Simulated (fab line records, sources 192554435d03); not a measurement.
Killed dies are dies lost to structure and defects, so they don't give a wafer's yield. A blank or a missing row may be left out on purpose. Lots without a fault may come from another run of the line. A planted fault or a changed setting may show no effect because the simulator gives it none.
One fault seen from 2 desks | flow n5_finfet | each desk has only its own numbers; what lay behind them comes last

THE DEFECT DESK
What the inspections along the route counted, lot by lot: means of the sampled wafers that have a number. A lot is out of limits, marked OUT, if its mean lies more than 4 standard deviations from the usual mean; the brackets give that distance.
Columns: A = raw_defect_count at N5_BEOL_M15_INSPECT_30, usual 1.9
lot  | first seen here | A
L738 | day 11 21:48    | 1.7
L744 | day 12 21:29    | 2.0
L740 | day 12 21:54    | 1.3
L741 | day 12 22:05    | 1.0
L747 | day 14 02:34    | 1.0
L746 | day 14 03:42    | 2.0
L748 | day 14 10:05    | 2.0
L750 | day 14 19:26    | 2.0
L753 | day 15 03:34    | 2.7
L758 | day 16 14:11    | 2.3
L757 | day 16 14:58    | 1.0
L760 | day 17 00:50    | 0.5
This desk's finding: nothing out of limits on any of the 12 lots.

THE TOOL OWNER'S DESK: rie_diel-01
The tool's own readings at N5_BEOL_M15_ETCH_57 (etches SOC in N2/H2, time 750 s): means of the sampled wafers that have a number, for each lot that ran on this tool. A lot is out of limits, marked OUT, if its mean lies more than 4 standard deviations from the usual mean; the brackets give that distance.
Columns: A = drypump_motor_current_A at N5_BEOL_M15_ETCH_57, usual 5.9 A; B = h2_flow_sccm at N5_BEOL_M15_ETCH_57, usual 200.1 sccm; C = oes_product_au at N5_BEOL_M15_ETCH_57, usual 0.80 a.u.; D = rf_vpp_V at N5_BEOL_M15_ETCH_57, usual 524.1 V; E = showerhead_plenum_p_Torr at N5_BEOL_M15_ETCH_57, usual 2.55 Torr; F = throttle_valve_pct at N5_BEOL_M15_ETCH_57, usual 17.8 %
lot  | first seen here | A   | B     | C    | D     | E    | F
L744 | day 12 20:40    | 5.9 | 200.5 | 0.94 | 521.5 | 2.49 | 17.4
L741 | day 12 21:08    | 5.8 | 199.3 | 0.85 | 524.5 | 2.56 | 17.6
L747 | day 14 01:44    | 5.8 | 200.2 | 1.02 | 525.1 | 2.56 | 17.6
L746 | day 14 02:52    | 5.1 | 200.2 | 0.71 | 524.6 | 2.62 | 17.8
L750 | day 14 18:43    | 5.7 | 199.3 | 0.87 | 521.9 | 2.48 | 17.5
L760 | day 17 00:07    | 5.4 | 200.6 | 0.77 | 524.5 | 2.54 | 17.7
This desk's finding: nothing out of limits on any of the 6 lots.

PUT TOGETHER
The defect desk saw nothing out of limits.
The tool owner's desk saw nothing out of limits.

WHAT THE SIMULATOR HAD PUT IN
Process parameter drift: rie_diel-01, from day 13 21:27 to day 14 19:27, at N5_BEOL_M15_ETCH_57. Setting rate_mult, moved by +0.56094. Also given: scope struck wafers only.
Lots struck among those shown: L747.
